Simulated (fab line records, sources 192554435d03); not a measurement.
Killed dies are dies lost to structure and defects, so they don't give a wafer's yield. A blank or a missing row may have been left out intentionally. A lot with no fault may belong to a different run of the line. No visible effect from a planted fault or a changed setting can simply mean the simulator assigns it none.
fab line records :: flow n5Finfet
record
  lots=4
  wafers=12
  lastDay=16
route steps=1938 shown PMOS_HMC_CHANNEL_EPI@84 FIN_SAQP@90 STI_FIN_REVEAL@196
lots untouched by any fault: they come from a run of this same line in which no faults occurred
startH: hours from the record's opening day to when the first of the lot's shown wafers began :: waitH: hours since the lot's step before :: " repeats the value in the row above :: L1.1+2: several wafers, shown together as one row :: - no value present, or no start provided :: * or withheld: withheld :: < > ~ a bound
route shown NAME@n: a module of which the file shows steps, and the number in the route of the first :: usual: mean/standard deviation taken from wafers without a fault :: same: alike in all rows :: chamber/n: place in a boat :: sites: the reading at each site :: _std_site: their standard deviation :: _edge_site: the outer-site mean with the inner-site mean subtracted :: radiusMm: how far each site lies from the wafer's centre :: mask NAME#n: copy n :: behind: the last tool/chamber to shape the wafer :: hold: why the lot was held/for how many hours/how that ended :: device: which transistor (n, p or np) failed to switch :: end of line: the tests these same wafers got at the end of their route :: where a step has no rows: the recipe by itself :: killed: the dies lost at the first sort to structure and to defects; this is not the yield of the wafer :: map: a wafer's dies, x killed, . not, _ none there
set.NAME: the run value of the setting; set.NAME@STEP: its run value at that earlier step :: model.NAME: the simulator's own value behind a step, which no gauge read
lots at some steps of the route; a table a step, a row a wafer
services: the hour from which a tool's chamber was out of use, counted from the record's first day as startH (under 0 if before that day), plus the number of hours and why
## steps
# step N5_PMOS_HMC_CHANNEL_EPI_PRECLEAN_37
# recipe
  chemistry=O3/DIW
  timeS=45
  tempC=22
  o3Ppm=10
# step N5_PMOS_HMC_CHANNEL_EPI_PRECLEAN_24
# recipe
  chemistry=DHF
  timeS=30
  tempC=25
  dilution=withheld
# step N5_PMOS_HMC_CHANNEL_EPI_SRD_25
# recipe
  dry=ipaMarangoni
  doPpb=5
  timeS=30
  tempC=23
  rinseLiquid=diw
# step N5_PMOS_HMC_CHANNEL_EPI_EPI_26
# recipe
  material=Si
  targetThkA=38
  tempC=650
  precursor=SiH4/H2
  pressureTorr=20
  timeS=22.7
# step N5_FIN_SAQP_PRECLEAN_42
# recipe
  chemistry=O3/DIW
  timeS=60
  tempC=22
  o3Ppm=10
# step N5_FIN_SAQP_PRECLEAN_00
# recipe
  chemistry=SC1
  timeS=60
  tempC=55
  mix=1:2:50
# step N5_FIN_SAQP_PRECLEAN_44
# recipe
  chemistry=SC2
  timeS=45
  tempC=35
  mix=1:1:50
# step N5_FIN_SAQP_SRD_01
# recipe
  dry=ipaMarangoni
  timeS=30
  tempC=23
  rinseLiquid=diw
# step N5_FIN_SAQP_ALD_61
# recipe
  material=SiO2
  targetThkA=40
  tempC=300
  aldPrecursorFamily=BDEAS
  aldCoReactant=O2-plasma
  pulseTimeS=1
  purgeTimeS=2
  coReactantPurgeTimeS=2
  aldCycles=43
  pressureTorr=2
# step N5_FIN_SAQP_DENSIFY_62
# recipe
  tempC=700
  timeS=60
  ambient=N2
  idleTempC=600
  rampUpCPerS=150
  rampDownCPerS=60
  coolToC=600
# step N5_FIN_SAQP_HM_DEP_03
# recipe
  material=SiNx
  targetThkA=380
  tempC=400
  precursor=SiH4/NH3/N2
  pressureTorr=1.5
  rfW=300
  timeS=33.6
# usual
  heaterPowerW=711/65
  showerheadPlenumPTorr=5.16/0.053
  showerheadVppV=1059/38
  susceptorTempC=399.96/0.21
  throttleValvePct=40.0/1.5
lot.wafer: L562.4
tool: pecvd-01
chamber: 1
startH: 47.87
waitH: 0.1
heaterPowerW: 735
showerheadPlenumPTorr: 5.13
showerheadVppV: 1060
susceptorTempC: 400.03
throttleValvePct: 41.2
model.SiNx_of_FIN_SAQP_HM_DEP_03.thkNm: 38.37

lot.wafer: L562.5
tool: pecvd-01
chamber: 1
startH: 47.87
waitH: 0.1
heaterPowerW: 746
showerheadPlenumPTorr: 5.13
showerheadVppV: 1054
susceptorTempC: 400.04
throttleValvePct: 41.0
model.SiNx_of_FIN_SAQP_HM_DEP_03.thkNm: 38.49

lot.wafer: L562.6
tool: pecvd-01
chamber: 2
startH: 47.87
waitH: 0.1
heaterPowerW: 645
showerheadPlenumPTorr: 5.21
showerheadVppV: 1129
susceptorTempC: 400.46
throttleValvePct: 39.2
model.SiNx_of_FIN_SAQP_HM_DEP_03.thkNm: 38.83

lot.wafer: L569.1
tool: pecvd-01
chamber: 2
startH: 86.89
waitH: 0.2
heaterPowerW: 637
showerheadPlenumPTorr: 5.21
showerheadVppV: 1112
susceptorTempC: 399.94
throttleValvePct: 38.9
model.SiNx_of_FIN_SAQP_HM_DEP_03.thkNm: 37.39

lot.wafer: L569.4
tool: pecvd-01
chamber: 1
startH: 86.89
waitH: 0.2
heaterPowerW: 710
showerheadPlenumPTorr: 5.13
showerheadVppV: 1095
susceptorTempC: 400.35
throttleValvePct: 41.0
model.SiNx_of_FIN_SAQP_HM_DEP_03.thkNm: 32.44

lot.wafer: L569.5
tool: pecvd-01
chamber: 1
startH: 86.89
waitH: 0.2
heaterPowerW: 710
showerheadPlenumPTorr: 5.13
showerheadVppV: 1090
susceptorTempC: 399.95
throttleValvePct: 40.9
model.SiNx_of_FIN_SAQP_HM_DEP_03.thkNm: 31.58

lot.wafer: L571.3
tool: pecvd-01
chamber: 1
startH: 98.95
waitH: 0.2
heaterPowerW: 653
showerheadPlenumPTorr: 5.12
showerheadVppV: 1070
susceptorTempC: 399.86
throttleValvePct: 40.7
model.SiNx_of_FIN_SAQP_HM_DEP_03.thkNm: 32.04

lot.wafer: L571.4
tool: pecvd-01
chamber: 2
startH: 98.95
waitH: 0.2
heaterPowerW: 625
showerheadPlenumPTorr: 5.21
showerheadVppV: 1128
susceptorTempC: 399.83
throttleValvePct: 38.8
model.SiNx_of_FIN_SAQP_HM_DEP_03.thkNm: 32.38

lot.wafer: L571.5
tool: pecvd-01
chamber: 1
startH: 98.95
waitH: 0.2
heaterPowerW: 654
showerheadPlenumPTorr: 5.13
showerheadVppV: 1077
susceptorTempC: 400.13
throttleValvePct: 41.1
model.SiNx_of_FIN_SAQP_HM_DEP_03.thkNm: 32.5

lot.wafer: L575.1
tool: pecvd-03
chamber: 1
startH: 124.24
waitH: 0.2
heaterPowerW: 739
showerheadPlenumPTorr: 5.19
showerheadVppV: 1017
susceptorTempC: 400.16
throttleValvePct: 39.4
model.SiNx_of_FIN_SAQP_HM_DEP_03.thkNm: 38.05

lot.wafer: L575.2
tool: pecvd-03
chamber: 2
startH: 124.24
waitH: 0.2
heaterPowerW: 696
showerheadPlenumPTorr: 5.17
showerheadVppV: 1050
susceptorTempC: 399.95
throttleValvePct: 39.9
model.SiNx_of_FIN_SAQP_HM_DEP_03.thkNm: 37.82

lot.wafer: L575.5
tool: pecvd-03
chamber: 0
startH: 124.24
waitH: 0.2
heaterPowerW: 864
showerheadPlenumPTorr: 5.20
showerheadVppV: 1025
susceptorTempC: 399.79
throttleValvePct: 42.5
model.SiNx_of_FIN_SAQP_HM_DEP_03.thkNm: 38.08
# step N5_FIN_SAQP_THK_MEAS_05
# usual
  thkNm=38.2/0.52
lot.wafer: L562.4
tool: filmMetro-01
chamber: -
startH: 47.95
waitH: 0.1
thkNm: 38.3

lot.wafer: L562.5
tool: filmMetro-01
chamber: -
startH: 47.95
waitH: 0.1
thkNm: 38.5

lot.wafer: L562.6
tool: filmMetro-01
chamber: -
startH: 47.95
waitH: 0.1
thkNm: 38.8

lot.wafer: L569.1
tool: filmMetro-01
chamber: -
startH: 87.01
waitH: 0.1
thkNm: 37.4

lot.wafer: L569.4
tool: filmMetro-01
chamber: -
startH: 87.01
waitH: 0.1
thkNm: 32.4

lot.wafer: L569.5
tool: filmMetro-01
chamber: -
startH: 87.01
waitH: 0.1
thkNm: 31.6

lot.wafer: L571.3
tool: filmMetro-02
chamber: -
startH: 99.04
waitH: 0.1
thkNm: 32.0

lot.wafer: L571.4
tool: filmMetro-02
chamber: -
startH: 99.04
waitH: 0.1
thkNm: 32.4

lot.wafer: L571.5
tool: filmMetro-02
chamber: -
startH: 99.04
waitH: 0.1
thkNm: 32.5

lot.wafer: L575.1
tool: filmMetro-01
chamber: -
startH: 124.32
waitH: 0.1
thkNm: 38.0

lot.wafer: L575.2
tool: filmMetro-01
chamber: -
startH: 124.32
waitH: 0.1
thkNm: 37.8

lot.wafer: L575.5
tool: filmMetro-01
chamber: -
startH: 124.32
waitH: 0.1
thkNm: 38.1
# step N5_FIN_SAQP_PECVD_47
# recipe
  material=a-Si
  targetThkA=450
  tempC=400
  precursor=SiH4/He
  pressureTorr=3
  rfW=100
  timeS=36.3
# step N5_FIN_SAQP_PECVD_48
# recipe
  material=SiNx
  targetThkA=250
  tempC=400
  precursor=SiH4/NH3/N2
  pressureTorr=1.5
  rfW=300
  timeS=22.1
# step N5_FIN_SAQP_PECVD_06
# recipe
  material=a-Si
  targetThkA=600
  tempC=400
  precursor=SiH4/He
  pressureTorr=3
  rfW=100
  timeS=48.1
# step N5_FIN_SAQP_HM_DEP_72
# recipe
  material=SiO2
  targetThkA=120
  tempC=400
  precursor=SiH4/N2O
  pressureTorr=0.75
  rfW=275
  timeS=7.2
# step N5_FIN_SAQP_COAT_49
# recipe
  resist=SOC
  tempC=250
  timeS=60
  spinRpm=1500
  resistThkNm=100
# step N5_FIN_SAQP_COAT_50
# recipe
  resist=SiARC
  tempC=220
  timeS=60
  spinRpm=1500
  resistThkNm=35
# step N5_FIN_SAQP_COAT_10
# recipe
  resist=CAR-ArF
  spinRpm=1500
  resistThkNm=90
# step N5_FIN_SAQP_EBR_12
# recipe
  solvent=PGMEA
  ebrWidthMm=1.5
# step N5_FIN_SAQP_SOFTBAKE_11
# recipe
  tempC=110
  timeS=60
  resist=CAR-ArF
# step N5_FIN_SAQP_EXPOSE_13
# recipe
  maskId=FIN_CORE
  na=1.35
  sourceShape=dipole
  sigmaInner=0.538
  sigmaOuter=0.738
  polarization=te
  targetCdNm=35.6
  doseMj=63.25
# step N5_FIN_SAQP_PEB_14
# recipe
  pebTempC=withheld
  pebTimeS=60
  resist=CAR-ArF
# step N5_FIN_SAQP_DEVELOP_15
# recipe
  developTimeS=30
  developer=TMAH
  resist=CAR-ArF
  devTempC=23
  rinseLiquid=diw
  dry=airSpin
# step N5_FIN_SAQP_DESCUM_21
# recipe
  chemistry=O2
  timeS=7.9
  sourcePowerW=50
  biasPowerW=20
  pressureMtorr=20
  rfFrequencyHz=2.712e+07
  tempC=40
  resist=CAR-ArF
  o2FlowSccm=225
# step N5_FIN_SAQP_ETCH_51
# recipe
  chemistry=CF4
  target=SiARC
  targetDepthA=455
  maskMaterial=CAR-ArF
  timeS=75.8
  ionEnergyEv=80
  pressureMtorr=40
  sourceW=545
  biasW=36
  Ar_flow_sccm=100
  cf4FlowSccm=100
  ends=cleared
# step N5_FIN_SAQP_ETCH_52
# recipe
  chemistry=N2/H2
  target=SOC
  targetDepthA=1000
  overetchA=200
  maskMaterial=SiARC
  tempC=40
  timeS=150
  ionEnergyEv=200
  pressureMtorr=30
  sourceW=840
  biasW=150
  n2FlowSccm=200
  h2FlowSccm=200
  ends=endPoint
# step N5_FIN_SAQP_STRIP_53
# recipe
  chemistry=N2/H2
  tempC=40
  n2FlowSccm=200
  h2FlowSccm=200
  rfFrequencyHz=6e+07
# step N5_FIN_SAQP_HM_OPEN_73
# recipe
  chemistry=CHF3/O2
  target=SiO2
  stopOn=a-Si
  targetDepthA=120
  overEtchFrac=1.8
  maskMaterial=SOC
  timeS=16.8
  pressureMtorr=30
  sourceW=650
  biasW=170
  Ar_flow_sccm=200
  CHF3_flow_sccm=50
  O2_flow_sccm=5
  ionEnergyEv=200
  ends=endPoint
# step N5_FIN_SAQP_STRIP_74
# recipe
  chemistry=CHF3/O2
  resist=SiARC
  rfFrequencyHz=6e+07
# step N5_FIN_SAQP_MANDREL_ETCH_22
# recipe
  targetDepthA=600
  chemistry=HBr/Cl2
  target=a-Si
  stopOn=SiNx
  btTimeS=10
  overEtchFrac=0.5
  timeS=30
  pressureMtorr=10
  icpW=800
  biasW=75
  HBr_flow_sccm=150
  Cl2_flow_sccm=80
  ends=endPoint
# step N5_FIN_SAQP_STRIP_55
# recipe
  chemistry=N2/H2
  powerW=500
  tempC=40
  pressureMtorr=50
  rfFrequencyHz=6e+07
  overashFraction=0.3
  biasPowerW=28
  h2Frac=0.5
  n2FlowSccm=300
  h2FlowSccm=300
# step N5_FIN_SAQP_STRIP_23
# recipe
  chemistry=SPM
  timeS=750
  tempC=130
  h2so4H2o2VolRatio=4
# step N5_FIN_SAQP_SRD_66
# recipe
  dry=ipaMarangoni
  timeS=30
  tempC=23
  rinseLiquid=diw
# step N5_FIN_SAQP_RECESS_75
# recipe
  chemistry=HF/NH3
  target=SiO2
  targetDepthA=144
  afsCycles=3
  tempC=30
  sublimationTempC=180
  sublimationTimeS=60
# step N5_FIN_SAQP_SPACER1_ALD_24
# recipe
  material=SiO2
  targetThkA=203
  tempC=300
  aldPrecursorFamily=BDEAS
  aldCoReactant=O2-plasma
  pulseTimeS=1
  purgeTimeS=2
  coReactantPurgeTimeS=2
  aldCycles=218
  pressureTorr=2
# step N5_FIN_SAQP_HM_OPEN_33
# recipe
  chemistry=CH3F/O2
  target=SiNx
  maskMaterial=SiO2
  targetDepthA=494
  timeS=70.6
  pressureMtorr=30
  sourceW=395
  biasW=73
  Ar_flow_sccm=150
  CH3F_flow_sccm=30
  O2_flow_sccm=20
  ionEnergyEv=120
  ends=cleared
# usual
  chamberPressureMTorr=30.00/0.031
  drypumpMotorCurrentA=5.70/0.27
  etchRfOnTimeS=69.9/1.6
  oesProductAu=0.68/0.085
  rfVppV=298/5.8
  showerheadPlenumPTorr=2.03/0.069
  throttleValvePct=16.32/0.25
lot.wafer: L562.4
tool: rieDiel-05
chamber: 2
startH: 52.45
waitH: 0.1
chamberPressureMTorr: 30.03
drypumpMotorCurrentA: 6.14
etchRfOnTimeS: 68.7
oesProductAu: 0.79
rfHoursCounterH: -
rfVppV: 292
showerheadPlenumPTorr: 2.04
throttleValvePct: 16.37
model.etch.depthNm: 37.6

lot.wafer: L562.5
tool: rieDiel-05
chamber: 3
startH: 52.45
waitH: 0.1
chamberPressureMTorr: 30.00
drypumpMotorCurrentA: 5.94
etchRfOnTimeS: 70.5
oesProductAu: 0.61
rfHoursCounterH: -
rfVppV: 291
showerheadPlenumPTorr: 2.00
throttleValvePct: 16.59
model.etch.depthNm: 37.86

lot.wafer: L562.6
tool: rieDiel-05
chamber: 0
startH: 52.45
waitH: 0.1
chamberPressureMTorr: 29.95
drypumpMotorCurrentA: 5.59
etchRfOnTimeS: 70.5
oesProductAu: 0.71
rfHoursCounterH: -
rfVppV: 298
showerheadPlenumPTorr: 2.02
throttleValvePct: 15.94
model.etch.depthNm: 38.17

lot.wafer: L569.1
tool: rieDiel-04
chamber: 0
startH: 95.30
waitH: 0.1
chamberPressureMTorr: 30.06
drypumpMotorCurrentA: 5.47
etchRfOnTimeS: 70.4
oesProductAu: 0.59
rfHoursCounterH: 201
rfVppV: 301
showerheadPlenumPTorr: 1.99
throttleValvePct: 16.30
model.etch.depthNm: 36.76

lot.wafer: L569.4
tool: rieDiel-04
chamber: 2
startH: 95.30
waitH: 0.1
chamberPressureMTorr: 29.94
drypumpMotorCurrentA: 5.44
etchRfOnTimeS: 59.7
oesProductAu: 0.60
rfHoursCounterH: 189
rfVppV: 293
showerheadPlenumPTorr: 1.91
throttleValvePct: 16.76
model.etch.depthNm: 31.81

lot.wafer: L569.5
tool: rieDiel-04
chamber: 0
startH: 95.30
waitH: 0.1
chamberPressureMTorr: 30.05
drypumpMotorCurrentA: 5.43
etchRfOnTimeS: 58.8
oesProductAu: 0.60
rfHoursCounterH: -
rfVppV: 302
showerheadPlenumPTorr: 1.99
throttleValvePct: 16.30
model.etch.depthNm: 30.94

lot.wafer: L571.3
tool: rieDiel-04
chamber: 3
startH: 105.30
waitH: 0.0
chamberPressureMTorr: 29.99
drypumpMotorCurrentA: 6.04
etchRfOnTimeS: 56.8
oesProductAu: 0.80
rfHoursCounterH: 17
rfVppV: 310
showerheadPlenumPTorr: 2.14
throttleValvePct: 16.26
model.etch.depthNm: 31.41

lot.wafer: L571.4
tool: rieDiel-04
chamber: 2
startH: 105.30
waitH: 0.0
chamberPressureMTorr: 29.97
drypumpMotorCurrentA: 5.47
etchRfOnTimeS: 59.8
oesProductAu: 0.60
rfHoursCounterH: 192
rfVppV: 293
showerheadPlenumPTorr: 1.90
throttleValvePct: 16.78
model.etch.depthNm: 31.57

lot.wafer: L571.5
tool: rieDiel-04
chamber: 3
startH: 105.30
waitH: 0.0
chamberPressureMTorr: 29.97
drypumpMotorCurrentA: 6.05
etchRfOnTimeS: 57.7
oesProductAu: 0.79
rfHoursCounterH: -
rfVppV: 310
showerheadPlenumPTorr: 2.14
throttleValvePct: 16.25
model.etch.depthNm: 31.69

lot.wafer: L575.1
tool: rieDiel-05
chamber: 0
startH: 129.91
waitH: 0.1
chamberPressureMTorr: 30.01
drypumpMotorCurrentA: 5.58
etchRfOnTimeS: 69.8
oesProductAu: 0.68
rfHoursCounterH: 96
rfVppV: 297
showerheadPlenumPTorr: 2.01
throttleValvePct: 16.00
model.etch.depthNm: 37.42

lot.wafer: L575.2
tool: rieDiel-05
chamber: 2
startH: 129.91
waitH: 0.1
chamberPressureMTorr: 30.03
drypumpMotorCurrentA: 6.14
etchRfOnTimeS: 69.6
oesProductAu: 0.73
rfHoursCounterH: 53
rfVppV: 293
showerheadPlenumPTorr: 2.03
throttleValvePct: 16.41
model.etch.depthNm: 37.19

lot.wafer: L575.5
tool: rieDiel-05
chamber: 3
startH: 129.91
waitH: 0.1
chamberPressureMTorr: 30.07
drypumpMotorCurrentA: 5.94
etchRfOnTimeS: 71.5
oesProductAu: 0.59
rfHoursCounterH: -
rfVppV: 292
showerheadPlenumPTorr: 1.99
throttleValvePct: 16.65
model.etch.depthNm: 37.35
# step N5_STI_FIN_REVEAL_RECESS_09
# recipe
  chemistry=HF/NH3
  target=SiO2
  afsCycles=11
  targetDepthA=425
  tempC=30
  sublimationTempC=180
  sublimationTimeS=60
# usual
  drypumpMotorCurrentA=5.4/0.32
lot.wafer: L562.4
tool: vaporEtch-02
chamber: 0
startH: 62.71
waitH: 0.6
drypumpMotorCurrentA: 5.0
model.SiNx_of_FIN_SAQP_HM_DEP_03.thkNm: 17.8

lot.wafer: L562.5
tool: vaporEtch-02
chamber: 0
startH: 62.71
waitH: 0.6
drypumpMotorCurrentA: 5.1
model.SiNx_of_FIN_SAQP_HM_DEP_03.thkNm: 19

lot.wafer: L562.6
tool: vaporEtch-02
chamber: 1
startH: 62.71
waitH: 0.6
drypumpMotorCurrentA: 5.7
model.SiNx_of_FIN_SAQP_HM_DEP_03.thkNm: 18.8

lot.wafer: L569.1
tool: vaporEtch-01
chamber: 0
startH: 103.21
waitH: 0.0
drypumpMotorCurrentA: 5.7
model.SiNx_of_FIN_SAQP_HM_DEP_03.thkNm: 17.8

lot.wafer: L569.4
tool: vaporEtch-01
chamber: 1
startH: 103.21
waitH: 0.0
drypumpMotorCurrentA: 5.1
model.SiNx_of_FIN_SAQP_HM_DEP_03.thkNm: 12.2

lot.wafer: L569.5
tool: vaporEtch-01
chamber: 0
startH: 103.21
waitH: 0.0
drypumpMotorCurrentA: 5.7
model.SiNx_of_FIN_SAQP_HM_DEP_03.thkNm: 12

lot.wafer: L571.3
tool: vaporEtch-02
chamber: 0
startH: 114.83
waitH: 0.6
drypumpMotorCurrentA: 5.1
model.SiNx_of_FIN_SAQP_HM_DEP_03.thkNm: 12.6

lot.wafer: L571.4
tool: vaporEtch-02
chamber: 1
startH: 114.83
waitH: 0.6
drypumpMotorCurrentA: 5.7
model.SiNx_of_FIN_SAQP_HM_DEP_03.thkNm: 12

lot.wafer: L571.5
tool: vaporEtch-02
chamber: 1
startH: 114.83
waitH: 0.6
drypumpMotorCurrentA: 5.7
model.SiNx_of_FIN_SAQP_HM_DEP_03.thkNm: 12

lot.wafer: L575.1
tool: vaporEtch-02
chamber: 0
startH: 138.12
waitH: 0.0
drypumpMotorCurrentA: 5.0
model.SiNx_of_FIN_SAQP_HM_DEP_03.thkNm: 18.4

lot.wafer: L575.2
tool: vaporEtch-02
chamber: 1
startH: 138.12
waitH: 0.0
drypumpMotorCurrentA: 5.7
model.SiNx_of_FIN_SAQP_HM_DEP_03.thkNm: 17.6

lot.wafer: L575.5
tool: vaporEtch-02
chamber: 1
startH: 139.18
waitH: 1.1
drypumpMotorCurrentA: 5.7
model.SiNx_of_FIN_SAQP_HM_DEP_03.thkNm: 18.2
## services
tool: rieDiel-05
chamber: 1
startH: 25.53
hours: 12.9
kind: repair

tool: pecvd-03
chamber: 0
startH: 30.39
hours: 5.3
kind: repair

tool: rieDiel-05
chamber: 2
startH: 33.92
hours: 5.1
kind: repair

tool: rieDiel-05
chamber: 3
startH: 34.05
hours: 15.0
kind: repair

tool: rieDiel-04
chamber: 3
startH: 38.73
hours: -
kind: clean

tool: rieDiel-04
chamber: 3
startH: 38.73
hours: -
kind: consumableReplace:focusRing

tool: rieDiel-04
chamber: 3
startH: 38.73
hours: -
kind: consumableReplace:showerhead

tool: rieDiel-04
chamber: 3
startH: 38.73
hours: 18.4
kind: scheduledDown

tool: rieDiel-04
chamber: 3
startH: 38.73
hours: 18.4
kind: ventCycle

tool: rieDiel-04
chamber: 1
startH: 43.45
hours: 2.5
kind: repair

tool: rieDiel-04
chamber: -
startH: 48.49
hours: 0.8
kind: repair

tool: rieDiel-05
chamber: 1
startH: 51.58
hours: 5.4
kind: repair

tool: pecvd-03
chamber: 2
startH: 53.43
hours: 59.9
kind: repair

tool: rieDiel-05
chamber: 3
startH: 87.35
hours: 1.4
kind: repair

tool: pecvd-01
chamber: 2
startH: 108.94
hours: -
kind: clean

tool: pecvd-01
chamber: 2
startH: 108.94
hours: -
kind: consumableReplace:showerhead

tool: pecvd-01
chamber: 2
startH: 108.94
hours: 29.0
kind: scheduledDown

tool: pecvd-01
chamber: 2
startH: 108.94
hours: 29.0
kind: ventCycle

tool: pecvd-01
chamber: 0
startH: 113.98
hours: 2.1
kind: scheduledDown

tool: rieDiel-05
chamber: 1
startH: 117.01
hours: -
kind: clean

tool: rieDiel-05
chamber: 1
startH: 117.01
hours: -
kind: consumableReplace:focusRing

tool: rieDiel-05
chamber: 1
startH: 117.01
hours: 21.5
kind: scheduledDown

tool: rieDiel-05
chamber: 1
startH: 117.01
hours: 21.5
kind: ventCycle

tool: rieDiel-04
chamber: 0
startH: 120.85
hours: 5.2
kind: repair
## key
firstSign
  step=N5_FIN_SAQP_THK_MEAS_05
  reading=thkNm
  direction=down
  sigmas=12
  usual=*
  struck=*
effect
  step=N5_FIN_SAQP_HM_OPEN_33
  reading=etchRfOnTimeS
  direction=down
  sigmas=7
  usual=*
  struck=*
modelEffect
  step=N5_FIN_SAQP_HM_DEP_03
  value=SiNx_of_FIN_SAQP_HM_DEP_03.thkNm
  without=38.22
  struck=32.19
modelEffect
  step=N5_FIN_SAQP_HM_OPEN_33
  value=etch.depthNm
  without=37.51
  struck=31.48
modelEffect
  step=N5_STI_FIN_REVEAL_RECESS_09
  value=SiNx_of_FIN_SAQP_HM_DEP_03.thkNm
  without=18.16
  struck=12.16
metAt N5_FIN_SAQP_HM_DEP_03
struckWafers L569.4,L569.5,L571.3,L571.4,L571.5
testerLeftOut L569,L571
onsetBetween 47.87 86.89
fault
  kind=processParameterDrift
  tool=pecvd-01
  chamber=-
  onsetH=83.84
  steps=N5_FIN_SAQP_HM_DEP_03
  channel=targetThkA
  offset=*
  shape=step
  endH=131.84
  scope=struckWafersOnly
  actsIn=*
  stated=*
# testerLeftOut: of these lots the tester's yield and bins aren't shown, on N5 and GAA mostly nor the transistor test; their killed dies are dies lost to structure and defects alone, not to doping, threshold or leakage, so they don't give the yield
